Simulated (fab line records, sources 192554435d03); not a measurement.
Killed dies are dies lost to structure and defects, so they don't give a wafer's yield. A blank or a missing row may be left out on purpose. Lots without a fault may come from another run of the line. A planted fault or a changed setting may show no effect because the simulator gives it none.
Problem report in the 8D (eight disciplines) form, filled by code | flow n5_finfet | the parts of the form that need people (team, actions taken, sign-off) are left out

1. THE PROBLEM
run_length_s at N5_BEOL_M11_ETCH_66 reads a mean of 172.5 s on 4 wafers of 3 lots; wafers without a fault read 203.4 s with a standard deviation of 0.47. That is -66 standard deviations from the usual mean.
The step: etches SOC in N2/H2, target depth 120 nm, overetch 24 nm, time 180 s.
First seen on wafer L768.1, day 13 23:07, on rie_diel-02. The record holds 27 wafers of 10 lots with a number at this step. Rule for "out", or "out of limits": more than 4 standard deviations from the usual mean. The other wafers with a number count as sound.

2. WHAT IT IS AND WHAT IT IS NOT
question                    | is                             | is not
which readings at this step | run_length_s                   | drypump_motor_current_A, rf_vpp_V, showerhead_plenum_p_Torr, throttle_valve_pct
which lots                  | L768, L771, L772               | L757, L761, L762, L763, L774, L776, L778
which wafers of those lots  | L768.1, L768.6, L771.1, L772.1 | L771.5, L772.3
read on which tools         | rie_diel-02                    | rie_diel-06
when                        | from day 13 23:07              | up to then (12 sound wafers); but 11 sound wafers of L771, L772, L774, L776, L778 came after

3. SUSPECTS, AND WHAT RULES EACH OUT
Counting: a tool at a process step up to the reading stays a suspect if it ran every lot that is out. Sound lots after the first of them don't rule it out here, since some wafers of a struck lot are sound.
- rie_diel-02 at N5_BEOL_M11_ETCH_65 (etches SiARC in CF4, target depth 39 nm, time 65 s): kept. It ran every lot that is out, first L768 (day 13 23:04); its last sound lot up to then is L763 (day 12 16:01).
- rie_diel-02 at N5_BEOL_M11_ETCH_66 (etches SOC in N2/H2, target depth 120 nm, overetch 24 nm, time 180 s): kept. It ran every lot that is out, first L768 (day 13 23:07); its last sound lot up to then is L763 (day 12 16:04). Its own readings are out on those wafers: run_length_s.
- Within rie_diel-02 at N5_BEOL_M11_ETCH_65: the wafers that are out ran in chambers 0, 2, 3; their sound lot-mates ran in chamber 1.
- Within rie_diel-02 at N5_BEOL_M11_ETCH_66: the wafers that are out ran in chambers 0, 2, 3; their sound lot-mates ran in chamber 1.
Left after counting: rie_diel-02 at N5_BEOL_M11_ETCH_65, rie_diel-02 at N5_BEOL_M11_ETCH_66.

4. THE CAUSE (what the simulator had put in)
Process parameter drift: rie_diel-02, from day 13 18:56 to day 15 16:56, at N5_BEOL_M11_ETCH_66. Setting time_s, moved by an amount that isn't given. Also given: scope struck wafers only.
Counting left 2 suspects, and this tool is among them.

5. THE CHAIN OF EFFECTS, in route order
Each row: a reading whose mean over the struck wafers that have a number lies more than 3 standard deviations from the usual. Only readings for which the record gives a usual standard deviation are gone through. hours: the time from each lot's start at the first step in this table that gives one to its start at this step, as a median over the lots. sigmas: the change in usual standard deviations.
hours | step                | reading      | usual   | on struck wafers | change | sigmas
0     | N5_BEOL_M11_ETCH_66 | run_length_s | 203.4 s | 172.5            | -30.9  | -66
The process steps in it:
- N5_BEOL_M11_ETCH_66: etches SOC in N2/H2, target depth 120 nm, overetch 24 nm, time 180 s.
Readings that are blank on the struck wafers while sound wafers have them: bias_w at N5_BEOL_M11_ETCH_66.

6. WHAT WOULD HAVE CAUGHT IT SOONER
In this record the first reading out of limits was taken at day 13 23:07, 4 hours after the fault began at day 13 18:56.
